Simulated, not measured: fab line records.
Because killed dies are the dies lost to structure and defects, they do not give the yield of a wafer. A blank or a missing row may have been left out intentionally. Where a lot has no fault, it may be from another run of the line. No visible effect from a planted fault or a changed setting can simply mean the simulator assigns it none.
What tool caused it? + flow n5-finfet + Sampling: 9 lots, 27 wafers, 6 of 1938 route steps

## WHAT THE GAUGES SHOWED, per wafer
N5_STI_FIN_REVEAL_FIN_H_MEAS_10. Usual: 52.0 nm for trench-depth-nm, sd 0.8.
| lot  | measured    | on     | trench-depth-nm (nm) | flag |
|------|-------------|--------|----------------------|------|
| L627 | day 2 19:15 | ocd-02 | 52.1 51.7 52.1       |      |
| L633 | day 4 07:08 | ocd-02 | 48.9 48.5 52.3       |      |
| L634 | day 4 15:25 | ocd-01 | 52.3 52.2 51.5       |      |
| L637 | day 5 07:44 | ocd-02 | 49.3 48.7 51.8       |      |
| L642 | day 6 15:07 | ocd-02 | 52.9 53.4 53.0       |      |
| L645 | day 7 08:05 | ocd-01 | 51.1 51.3 51.6       |      |
| L646 | day 7 15:47 | ocd-02 | 51.0 51.9 52.0       |      |
| L647 | day 7 21:13 | ocd-02 | 51.9 51.9 52.1       |      |
| L648 | day 8 02:01 | ocd-01 | 52.5 52.4 51.3       |      |

N5_DUMMY_GATE_THK_MEAS_05. Usual: 71.8 nm for thk-nm, sd 1.3.
| lot  | measured    | on            | thk-nm (nm)    | flag |
|------|-------------|---------------|----------------|------|
| L627 | day 3 01:24 | film-metro-02 | 70.1 71.1 71.2 |      |
| L633 | day 4 11:29 | film-metro-01 | 73.7 72.2 74.2 |      |
| L634 | day 4 19:41 | film-metro-01 | 72.9 71.1 73.5 |      |
| L637 | day 5 12:00 | film-metro-02 | 72.4 70.3 70.6 |      |
| L642 | day 6 19:31 | film-metro-02 | 72.8 73.5 73.0 |      |
| L645 | day 7 12:29 | film-metro-01 | 71.5 70.0 70.5 |      |
| L646 | day 7 20:03 | film-metro-01 | 72.8 70.8 71.7 |      |
| L647 | day 8 03:59 | film-metro-01 | 72.8 71.9 73.0 |      |
| L648 | day 8 06:18 | film-metro-02 | 71.6 71.7 73.9 |      |

N5_BEOL_M4_RC_MEAS_101. Usual: DIBL_N 37.5 mV/V, standard deviation 2.5; DIBL_P 38 mV/V, standard deviation 3.1; IOFF_N 0.19 nA/um, standard deviation 0.059; IOFF_N_85C 3.6 nA/um, standard deviation 0.91; IOFF_P 0.24 nA/um, standard deviation 0.061; ION_N 679 uA/um, standard deviation 16; ION_P 465 uA/um, standard deviation 9.8; SS_N 72.0 mV/dec, standard deviation 0.8; SS_P 73.7 mV/dec, standard deviation 0.86; VT_N 248 mV, standard deviation 4.5; VT_P -249 mV, standard deviation 3.5.
| lot  | measured     | on        | DIBL_N (mV/V)  | DIBL_P (mV/V) | IOFF_N (nA/um) | IOFF_N_85C (nA/um) | IOFF_P (nA/um) | ION_N (uA/um) | ION_P (uA/um) | SS_N (mV/dec)  | SS_P (mV/dec)  | VT_N (mV)   | VT_P (mV)      | flag |
|------|--------------|-----------|----------------|---------------|----------------|--------------------|----------------|---------------|---------------|----------------|----------------|-------------|----------------|------|
| L627 | day 8 02:04  | prober-02 | 37.3 37.3 37.4 | 38 40 38      | 0.18 0.19 0.18 | 3.5 3.7 3.5        | 0.23 0.27 0.22 | 677 675 676   | 459 465 460   | 72.0 72.5 72.6 | 73.5 74.2 73.8 | 250 248 255 | -250 -248 -252 |      |
| L633 | day 10 05:40 | prober-02 | 39.9 46.5 33.6 | 38 38 34      | 0.28 0.88 0.11 | 5.0 13.4 2.4       | 0.24 0.26 0.17 | 634 650 659   | 436 439 451   | 76.1 85.3 70.9 | 74.8 74.3 73.0 | 251 249 255 | -251 -251 -254 | OFF  |
| L634 | day 10 21:11 | prober-01 | 34.4 38.7 37.1 | 35 39 37      | 0.10 0.18 0.14 | 2.2 3.5 2.8        | 0.16 0.24 0.20 | 657 673 651   | 453 467 452   | 70.8 71.8 71.5 | 73.2 74.1 73.1 | 260 247 252 | -253 -249 -251 |      |
| L637 | day 11 12:04 | prober-02 | 43.2 40.3 42.2 | 41 41 45      | 0.44 0.29 0.37 | 7.3 5.1 6.2        | 0.31 0.37 0.43 | 661 640 714   | 446 441 484   | 76.1 75.4 72.8 | 74.2 75.9 74.8 | 244 249 238 | -247 -248 -242 | OFF  |
| L642 | day 11 22:50 | prober-02 | 36.4 36.4 37.9 | 37 37 40      | 0.15 0.15 0.19 | 2.9 3.0 3.6        | 0.19 0.20 0.24 | 668 679 689   | 458 466 471   | 71.9 72.0 72.1 | 73.5 73.8 74.0 | 253 252 248 | -251 -252 -248 |      |
| L645 | day 13 00:09 | prober-02 | 37.6 35.7 37.4 | 37 34 36      | 0.19 0.16 0.20 | 3.6 3.1 3.8        | 0.24 0.21 0.24 | 683 667 685   | 463 462 466   | 72.1 71.5 72.0 | 73.9 73.3 73.8 | 249 249 244 | -249 -250 -250 |      |
| L646 | day 13 22:40 | prober-02 | 40.5 38.6 39.9 | 38 36 38      | 0.23 0.17 0.21 | 4.3 3.2 3.9        | 0.26 0.22 0.25 | 684 662 687   | 465 460 466   | 72.7 73.0 71.8 | 73.8 73.4 74.0 | 246 250 250 | -249 -249 -248 |      |
| L647 | day 13 22:26 | prober-01 | 38.6 39.0 39.9 | 42 39 41      | 0.21 0.20 0.23 | 3.9 3.7 4.2        | 0.29 0.23 0.26 | 685 676 687   | 475 455 466   | 72.0 71.8 72.2 | 74.4 74.7 74.6 | 247 247 245 | -249 -251 -249 |      |
| L648 | day 14 00:07 | prober-02 | 37.5 34.7 37.5 | 39 35 40      | 0.18 0.13 0.19 | 3.4 2.7 3.5        | 0.22 0.17 0.26 | 679 673 677   | 466 459 463   | 72.5 71.5 72.1 | 73.7 73.4 74.5 | 251 254 248 | -252 -252 -249 |      |

## WHICH TOOL RAN EACH LOT (tool, then ch and the chambers of the sampled wafers, then the start)
| lot  | N5_FIN_CUT_STRIP_22               | N5_STI_FIN_REVEAL_ALD_14         | N5_STI_FIN_REVEAL_ETCHBACK_08     |
|------|-----------------------------------|----------------------------------|-----------------------------------|
| L627 | rie-diel-02 ch 0,1,2, day 2 08:50 | ald-sin-03 ch 0,1,2, day 2 09:38 | rie-diel-01 ch 1,3, day 2 15:20   |
| L633 | rie-diel-06 ch 0,1,3, day 3 22:20 | ald-sin-01 ch 0,2, day 3 22:35   | rie-diel-01 ch 1,2,3, day 4 04:10 |
| L634 | rie-diel-04 ch 1,2, day 4 05:50   | ald-sin-03 ch 0,2,3, day 4 06:05 | rie-diel-03 ch 1,3, day 4 12:16   |
| L637 | rie-diel-06 ch 0,2,3, day 4 22:50 | ald-sin-04 ch 1,2, day 4 23:10   | rie-diel-01 ch 1,2,3, day 5 04:46 |
| L642 | rie-diel-04 ch 0,1, day 6 06:07   | ald-sin-01 ch 0,1,3, day 6 06:22 | rie-diel-05 ch 0,2,3, day 6 12:10 |
| L645 | rie-diel-02 ch 0,2,3, day 6 22:57 | ald-sin-01 ch 0,1, day 6 23:34   | rie-diel-05 ch 1,2, day 7 05:08   |
| L646 | rie-diel-04 ch 2,3, day 7 06:27   | ald-sin-01 ch 0,2,3, day 7 06:42 | rie-diel-01 ch 1,2,3, day 7 12:47 |
| L647 | rie-diel-02 ch 1,2,3, day 7 12:11 | ald-sin-04 ch 1,2, day 7 12:26   | rie-diel-01 ch 0,1, day 7 18:16   |
| L648 | rie-diel-06 ch 0,2,3, day 7 17:11 | ald-sin-03 ch 0,2,3, day 7 17:25 | rie-diel-05 ch 0,2,3, day 7 23:04 |
- N5_FIN_CUT_STRIP_22: strips in N2/H2.
- N5_STI_FIN_REVEAL_ALD_14: deposits Si3N4, target thk 3 nm.
- N5_STI_FIN_REVEAL_ETCHBACK_08: etches SiO2 in C4F6/O2, target depth 30.5 nm, time 10.167 s.

## WHAT THE TOOLS THEMSELVES READ (means of the sampled wafers that have a number; where no wafer has one, the mark that the record gives instead)
N5_FIN_CUT_STRIP_22. Usual: drypump-motor-current-A 5.5 A, standard deviation 0.39; oes-product-au 0.80 a.u., standard deviation 0.088; rf-vpp-V 54.0 V, standard deviation 2.1; showerhead-plenum-p-Torr 3.40 Torr, standard deviation 0.12; throttle-valve-pct 19.1 %, standard deviation 0.35.
| lot  | tool        | drypump-motor-current-A (A) | oes-product-au (a.u.) | rf-vpp-V (V) | showerhead-plenum-p-Torr (Torr) | throttle-valve-pct (%) | flag |
|------|-------------|-----------------------------|-----------------------|--------------|---------------------------------|------------------------|------|
| L627 | rie-diel-02 | 5.5                         | 0.71                  | 53.3         | 3.33                            | 19.1                   |      |
| L633 | rie-diel-06 | 5.4                         | 0.86                  | 54.2         | 3.47                            | 19.1                   |      |
| L634 | rie-diel-04 | 5.2                         | 0.72                  | 55.6         | 3.29                            | 18.8                   |      |
| L637 | rie-diel-06 | 5.6                         | 0.82                  | 55.4         | 3.51                            | 19.1                   |      |
| L642 | rie-diel-04 | 5.4                         | 0.81                  | 53.4         | 3.30                            | 19.0                   |      |
| L645 | rie-diel-02 | 5.4                         | 0.85                  | 53.1         | 3.40                            | 19.3                   |      |
| L646 | rie-diel-04 | 5.6                         | 0.72                  | 51.9         | 3.30                            | 18.7                   |      |
| L647 | rie-diel-02 | 5.9                         | 0.87                  | 53.2         | 3.39                            | 19.1                   |      |
| L648 | rie-diel-06 | 5.6                         | 0.80                  | 53.1         | 3.49                            | 19.1                   |      |

N5_STI_FIN_REVEAL_ALD_14. Usual: chamber-pressure-Torr 1.999 Torr, standard deviation 0.0044; heater-power-w 875 W, standard deviation 76.
| lot  | tool       | chamber-pressure-Torr (Torr) | heater-power-w (W) | flag |
|------|------------|------------------------------|--------------------|------|
| L627 | ald-sin-03 | 1.996                        | 864                |      |
| L633 | ald-sin-01 | 1.997                        | 861                |      |
| L634 | ald-sin-03 | 1.999                        | 872                |      |
| L637 | ald-sin-04 | 1.997                        | 945                |      |
| L642 | ald-sin-01 | 2.002                        | 886                |      |
| L645 | ald-sin-01 | 2.000                        | 896                |      |
| L646 | ald-sin-01 | 2.000                        | 888                |      |
| L647 | ald-sin-04 | 1.998                        | 945                |      |
| L648 | ald-sin-03 | 2.000                        | 885                |      |

N5_STI_FIN_REVEAL_ETCHBACK_08. Usual: drypump-motor-current-A 5.5 A, standard deviation 0.45; oes-product-au 0.77 a.u., standard deviation 0.091; rf-fwd-power-W 341.2 W, standard deviation 1.5; rf-vpp-V 665 V, standard deviation 21; showerhead-plenum-p-Torr 2.85 Torr, standard deviation 0.1; throttle-valve-pct 21.26 %, standard deviation 0.28.
| lot  | tool        | drypump-motor-current-A (A) | oes-product-au (a.u.) | rf-fwd-power-W (W) | rf-vpp-V (V) | showerhead-plenum-p-Torr (Torr) | throttle-valve-pct (%) | flag |
|------|-------------|-----------------------------|-----------------------|--------------------|--------------|---------------------------------|------------------------|------|
| L627 | rie-diel-01 | 5.4                         | 0.80                  | 340.5              | 662          | 2.91                            | 21.08                  |      |
| L633 | rie-diel-01 | 5.5                         | 0.75                  | 339.0              | 652          | 2.85                            | 21.35                  |      |
| L634 | rie-diel-03 | 5.3                         | 0.78                  | 339.8              | 685          | 2.91                            | 21.21                  |      |
| L637 | rie-diel-01 | 5.5                         | 0.74                  | 339.4              | 652          | 2.85                            | 21.36                  |      |
| L642 | rie-diel-05 | 5.6                         | 0.86                  | 341.9              | 659          | 2.85                            | 20.98                  |      |
| L645 | rie-diel-05 | 5.7                         | 0.72                  | 343.5              | 661          | 2.76                            | 21.15                  |      |
| L646 | rie-diel-01 | 5.5                         | 0.72                  | 340.7              | 652          | 2.84                            | 21.40                  |      |
| L647 | rie-diel-01 | 5.3                         | 0.79                  | 340.7              | 644          | 2.93                            | 21.46                  |      |
| L648 | rie-diel-05 | 5.6                         | 0.83                  | 342.3              | 658          | 2.84                            | 21.00                  |      |

## THE ANSWER, worked out from the rows above alone
Rule: lot off if the mean of its wafers having a number is beyond 3 standard deviations from the usual mean. A lot without any number at a reading at which 4 lots or more have one is off too. Where the step has rows for the other lots, those lots are counted as sound. Order of review: gauges by route order, followed by the tools' own readings, for which a lot's mean as printed above is used. The first step at which some lot is off is used, and at that step the reading that is off furthest; a lot without a number counts as furthest.
Off: L633, L637, seen at N5_BEOL_M4_RC_MEAS_101 (SS_N).
If a tool, at a process step before that reading, ran all the lots that are off and no sound lot after the first of them, it fits. Gauges at N5_BEOL_M4_RC_MEAS_101: tried the same way as those tools. Of those tried, none fits.

## WHAT THE SIMULATOR PUT IN
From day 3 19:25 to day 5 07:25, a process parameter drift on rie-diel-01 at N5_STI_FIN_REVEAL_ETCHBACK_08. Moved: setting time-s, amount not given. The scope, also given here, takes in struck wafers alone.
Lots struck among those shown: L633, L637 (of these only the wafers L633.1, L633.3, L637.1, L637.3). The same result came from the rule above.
